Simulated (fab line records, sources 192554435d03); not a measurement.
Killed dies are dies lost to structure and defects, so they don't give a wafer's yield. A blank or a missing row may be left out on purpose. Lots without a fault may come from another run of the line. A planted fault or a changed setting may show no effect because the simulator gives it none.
Chamber matching | flow n5_finfet | N5_BEOL_M7_DESCUM_16 on rie_diel-04: 4 sister chambers
The step chemistry O2, time 7.9 s. 4 wafers are shown with their chamber, then 7 later ones without.

WAFERS WITH THEIR CHAMBER
wafer  | chamber | showerhead_plenum_p_Torr (Torr)
L085.2 | 2       | 1.98
L087.6 | 1       | 2.14
L086.1 | 3       | 2.14
L086.3 | 0       | 2.08

WAFERS WITHOUT THEIR CHAMBER
wafer  | showerhead_plenum_p_Torr (Torr)
L086.5 | 1.98
L089.1 | 1.98
L089.4 | 2.14
L089.6 | 1.98
L096.1 | 2.08
L096.2 | 2.13
L096.5 | 2.08

WHICH CHAMBER EACH WENT THROUGH
wafer  | from the rows above     | in truth
L086.5 | 2                       | 2
L089.1 | 2                       | 2
L089.4 | can't be placed: 1 or 3 | 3
L089.6 | 2                       | 2
L096.1 | 0                       | 0
L096.2 | can't be placed: 1 or 3 | 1
L096.5 | 0                       | 0
Placed correctly: 5 of 7. Can't be placed from these rows: 2 (the true chamber is among the candidates in 2). Placed wrongly: 0.
How it was worked out, from the rows above alone: a wafer's distance from a chamber is the root of the sum, over the readings, of the square of ((its reading less the chamber's mean) divided by the reading's scatter). The wafer belongs to the nearest chamber; if the next one is less than 2 further off, it can't be placed. A chamber's mean is the mean of its shown wafers. The scatter: with one shown wafer a chamber, the root of the mean of the squares of how far each hidden wafer lies from its nearest shown one.
